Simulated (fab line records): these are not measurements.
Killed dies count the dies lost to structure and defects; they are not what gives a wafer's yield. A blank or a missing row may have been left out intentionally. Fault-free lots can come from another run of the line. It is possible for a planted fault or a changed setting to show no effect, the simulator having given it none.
A lot that was struck, set against a sound lot ; flow n5 finfet ; 16 out of 1938 route steps
Sound: the wafers L377.3, L377.4, L377.5. Struck: wafer L388.3 (left out: L388.2, L388.4 of the same lot, which were not struck); the cause appears at the end.
Each step with rows lists, per side, the tool, then ch with its chambers, then its first start. Under that, the readings that differ: sound wafers ; struck wafers ; difference of the means ; sigmas: that difference in standard deviations of wafers without a fault.
alike: words and numbers the same on both sides, and readings whose means are apart by under 2 such deviations; not compared: readings that were withheld, readings missing a value for some wafer, numbers with overlapping values and no deviation given by the record, and bounds like >300 which may hide the same value.
A row with sigmas, a row that says differs or no value, or rows on one side alone: a step with any of these is where the two part. Numbers that don't overlap but have no deviation are shown without sigmas and don't part them. Lack of a reading on every wafer of one side parts them only where that side has two or more wafers.

first, 6 steps without rows for these wafers: N5_BEOL_M1_COAT_22 (resist thk 30 nm); N5_BEOL_M1_EBR_24; N5_BEOL_M1_SOFTBAKE_23 (time 60 s); N5_BEOL_M1_EXPOSE_25 (exposes mask V0, defocus 5 nm, target cd 24 nm); N5_BEOL_M1_PEB_26 (peb time 60 s); N5_BEOL_M1_DEVELOP_27 (develop time 30 s).
N5_BEOL_M1_CD_MEAS_28: target cd y 23.3 nm.
  sound on cd sem-02 ch 0, day 6 17:44; struck on cd sem-02 ch 0, day 9 13:38
  alike: cd nm
N5_BEOL_M1_OVL_MEAS_29:
  sound on overlay-02 ch 0, day 6 17:47; struck on overlay-02 ch 0, day 9 13:40
  alike: V0_OVL
N5_BEOL_M1_INSPECT_30: inspects for defects (brightfield).
  struck on defect inspect-02, day 9 13:43; sound on defect inspect-02, day 6 17:50
  alike: raw defect count
N5_BEOL_M1_DESCUM_33: chemistry O2, time 7 s.
  sound on rie diel-04 ch 0,3, day 6 17:52; struck on rie diel-02 ch 1, day 9 13:45
reading;sound;struck;difference;sigmas
throttle valve pct (%);20.82 20.67 20.81;20.42;-0.35;-2
  alike: drypump motor current A, oes product au, rf vpp V, showerhead plenum p Torr
  not compared: rf hours counter h
N5_BEOL_M1_ETCH_77: etches underlayer in N2/H2, target depth 6.5 nm, time 5.2 s.
  sound on rie diel-04 ch 0,3, day 6 17:54; struck on rie diel-02 ch 1, day 9 13:47
  alike: drypump motor current A, etch rf on time s, oes product au, rf vpp V, showerhead plenum p Torr, throttle valve pct
  not compared: rf hours counter h
N5_BEOL_M1_ETCH_69: etches SiARC in CF4, target depth 15.6 nm, time 26 s.
  sound on rie diel-04 ch 0,3, day 6 17:55; struck on rie diel-02 ch 1, day 9 13:48
  alike: cf4 flow sccm, drypump motor current A, etch rf on time s, oes product au, rf vpp V, showerhead plenum p Torr, throttle valve pct
  not compared: rf hours counter h
N5_BEOL_M1_ALD_98: deposits SiO2, target thk 2.5 nm, pulse time 1 s, co reactant pulse time 1 s.
  sound on ald sin-03 ch 0,3, day 6 18:13; struck on ald sin-02 ch 1, day 9 13:54
reading;sound;struck;difference;sigmas
susceptor temp C (C);100.00 99.85 100.03;93.42;-6.54;-50
  alike: heater power outer w, heater power w, precursor pulse height rel
N5_BEOL_M1_ETCHBACK_99: etches SiO2 in CHF3, target depth 5 nm, time 10.4 s.
  sound on rie diel-02 ch 0,2, day 6 19:45; struck on rie diel-05 ch 0, day 9 15:16
reading;sound;struck;difference;sigmas
showerhead plenum p Torr (Torr);2.15 2.27 2.15;2.02;-0.17;-2
  alike: drypump motor current A, oes product au, rf vpp V, throttle valve pct
  not compared: rf hours counter h
-- here the record skips 3 days between the struck wafers' starts before and after, leaving off in module BEOL_M1 and picking up in module BEOL_M4 (first step shown: number 1111 of the route) --
N5_BEOL_M4_RC_MEAS_101:
  sound on prober-02 ch 0, day 8 18:02; struck on prober-01 ch 0, day 12 08:35
reading;sound;struck;difference;sigmas
DIBL_N (mV/V);37.1 34.0 32.8;39.2;+4.6;+3
DIBL_P (mV/V);36.4 33.5 30.9;38.0;+4.4;+2
IOFF_N (nA/um);0.179 0.120 0.102;0.204;+0.070;+2
IOFF_P (nA/um);0.23 0.19 0.15;0.26;+0.07;+2
SS_N (mV/dec);72.1 71.9 71.0;73.0;+1.3;+2
SS_P (mV/dec);73.0 72.7 71.8;74.1;+1.6;+3
  alike: ION_N, ION_P, VT_N, VT_P
N5_PASSIVATION_PROBE_49:
  the record has rows for the sound wafers here (prober-01, day 13 11:37) and none for the struck ones

WHERE THEY PART
First at N5_BEOL_M1_DESCUM_33; last, within this record, at N5_PASSIVATION_PROBE_49.

WHY: the cause the simulator had injected
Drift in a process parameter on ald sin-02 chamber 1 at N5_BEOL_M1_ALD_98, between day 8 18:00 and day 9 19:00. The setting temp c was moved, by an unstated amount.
